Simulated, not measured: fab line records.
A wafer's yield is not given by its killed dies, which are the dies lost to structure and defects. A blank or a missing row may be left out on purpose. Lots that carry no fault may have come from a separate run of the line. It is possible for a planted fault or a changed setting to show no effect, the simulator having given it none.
Struck lot and sound lot, side by side	flow n5 finfet	39 steps out of a route of 1938
Sound: wafers L275.1, L275.4, L275.6. Wafers L268.1, L268.4, L268.6 were the ones struck. At the end, the cause is stated.
For every step that has rows: the tool of each side, followed by ch and its chambers, followed by its first start. Under that, the readings that differ: sound wafers	struck wafers	difference of the means	sigmas: that difference in standard deviations of wafers without a fault.
alike: readings whose means differ by less than 2 such deviations, and words and numbers that are the same on both sides. not compared: withheld readings, readings that some wafer has no value for, bounds like >300 that may hide the same value, and numbers for which the record gives no deviation and whose values overlap.
The two part at a step that has a row with sigmas, a row that says differs or no value, or rows on one side only. Non-overlapping numbers with no deviation appear without sigmas and do not part them. A reading that every wafer of one side lacks parts them only if that side has two wafers or more.

first, 11 steps without rows for these wafers: N5_MOL_CONTACT_COAG_ETCH_106 (etches SOC in N2/H2, target depth 80 nm, overetch 16 nm, time 120 s); N5_MOL_CONTACT_COAG_STRIP_107 (strips in N2/H2); N5_MOL_CONTACT_COAG_STRIP_108 (strips in N2/H2); N5_MOL_CONTACT_COAG_CONTACT_ETCH_14 (etches SiO2 in C4F6/O2, target depth 27.5 nm, overetch 8.5 nm, time 20 s); N5_MOL_CONTACT_COAG_STRIP_109 (strips in C4F6/O2); N5_MOL_CONTACT_COAG_ETCH_15 (etches SiNx in CH3F/O2, stops on Si:P, target depth 7 nm); N5_MOL_CONTACT_COAG_ETCH_110 (etches Si in CF4/O2, target depth 2.5 nm, time 8 s); N5_MOL_CONTACT_COAG_STRIP_98 (strips in N2/H2); N5_MOL_CONTACT_COAG_IMPLANT_129; N5_MOL_CONTACT_COAG_PRECLEAN_111 (cleans in NF3:NH3, afs cycles 1, time 20 s, sublimation time 60 s); N5_MOL_CONTACT_COAG_TI_SIL_19 (material Ti, target thk 4.2 nm, time 15 s).
N5_MOL_CONTACT_COAG_ALD_20: deposits TiN, target thk 1.5 nm, pulse time 1 s, purge time 3 s.
  sound on ald metal-04 ch 1,2, day 8 04:23; struck on ald metal-04 ch 0,1,3, day 6 11:35
  no value came back on the struck wafers for any of 5 readings (ald cycles, chamber pressure Torr (Torr) and others); on the sound wafers ald cycles reads 68 68 68
then, 25 steps without rows for these wafers: N5_MOL_CONTACT_COAG_SIL_ANNEAL_21 (time 60 s); N5_MOL_CONTACT_COAG_PRE_CLEAN_141 (time 60 s); N5_MOL_CONTACT_COAG_SPUTTER_143 (material Co, target thk 2.5 nm); N5_MOL_CONTACT_COAG_CO_FILL_22 (material Co, precursor CCTBA/H2, target thk 20 nm); N5_MOL_CONTACT_COAG_ANNEAL_113 (time 300 s); N5_MOL_CONTACT_COAG_PRE_CLEAN_142 (time 60 s); N5_MOL_CONTACT_COAG_SPUTTER_130 (material Co, target thk 47.5 nm); N5_MOL_CONTACT_COAG_PRECLEAN_125 (cleans in DIW, time 57.5 s); N5_MOL_CONTACT_COAG_SRD_126 (dry time 32 s); N5_MOL_CONTACT_COAG_CMP_23 (polishes, stops on SiO2, t overpolish 1.5 s, target thk 0 nm); N5_MOL_CONTACT_COAG_WET_ETCH_26 (target Co, target depth 13 nm); N5_MOL_CONTACT_COAG_WET_ETCH_116 (etches the open film in SC1-inhibited, target depth 4.6 nm, rinse time 30 s); N5_MOL_CONTACT_COAG_ALD_27 (deposits SiOC, target thk 17 nm, pulse time 1.5 s, time 2720 s); N5_MOL_CONTACT_COAG_CMP_28 (polishes, stops on SiNx, t overpolish 0.85 s, target thk 14.522 nm); N5_MOL_CONTACT_COAG_ALD_123 (deposits SiNx, target thk 5 nm, pulse time 1 s, purge time 2 s); N5_MOL_CONTACT_COAG_PECVD_31 (deposits SiO2 from TEOS/O2, target thk 46 nm, time 8.9 s); N5_MOL_CONTACT_COAG_COAT_75 (time 60 s, resist thk 60 nm); N5_MOL_CONTACT_COAG_COAT_76 (time 60 s, resist thk 10 nm); N5_MOL_CONTACT_COAG_COAT_77 (time 60 s, resist thk 10 nm); N5_MOL_CONTACT_COAG_COAT_78 (resist thk 40 nm); N5_MOL_CONTACT_COAG_EBR_80; N5_MOL_CONTACT_COAG_SOFTBAKE_79 (time 60 s); N5_MOL_CONTACT_COAG_EXPOSE_81 (exposes mask VG, defocus 0 nm); N5_MOL_CONTACT_COAG_PEB_82 (peb time 60 s); N5_MOL_CONTACT_COAG_DEVELOP_83 (develop time 30 s).
-- the record jumps here: 4 days lie between the struck wafers' starts before and after (it left off in module MOL_CONTACT_COAG and takes up again in module BEOL_M4, whose first step shown is number 1111 of the route) --
N5_BEOL_M4_RC_MEAS_101:
  sound on prober-02 ch 0, day 12 14:01; struck on prober-02 ch 0, day 10 18:22
  alike: DIBL_N, DIBL_P, IOFF_N, IOFF_P, ION_N, ION_P, SS_N, SS_P, VT_N, VT_P
-- a jump in the record: the struck wafers' starts before and after are 5 days apart (it breaks off in module BEOL_M4 and resumes in module PASSIVATION, where the first step shown is number 1936 of the route) --
N5_PASSIVATION_PROBE_49:
  sound: prober-01 at day 17 08:28; struck: prober-02 at day 15 16:13
reading	sound	struck	difference	sigmas
defect limited yield (%)	90.5 89.2 89.1	47.8 44.9 44.6	-43.8	-34
killed at contacts	12 12 7	538 553 566	+542	+86
killed dies	112 127 129	616 650 654	+517	+34
killed on rim	19 12 20	120 139 30	+79	+20
sort_bin_5_function (%)	5.4 6.9 7.0	49.3 50.7 51.4	+44.0	+49
sort n pass	1068 1053 1051	564 530 526	-517	-34
sort yield pct (%)	90.5 89.2 89.1	47.8 44.9 44.6	-43.8	-34
  alike: killed_at_M0_to_M3, killed_at_M4_up, killed at front end, killed at other, killed open, killed short, sort_bin_6_memory

WHERE THEY PART
Earliest at N5_MOL_CONTACT_COAG_ALD_20; latest, in this record, at N5_PASSIVATION_PROBE_49.

WHY: what had been put in by the simulator
Entire step skipped (ald metal-04, N5_MOL_CONTACT_COAG_ALD_20), from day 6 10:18 onward. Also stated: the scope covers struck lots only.
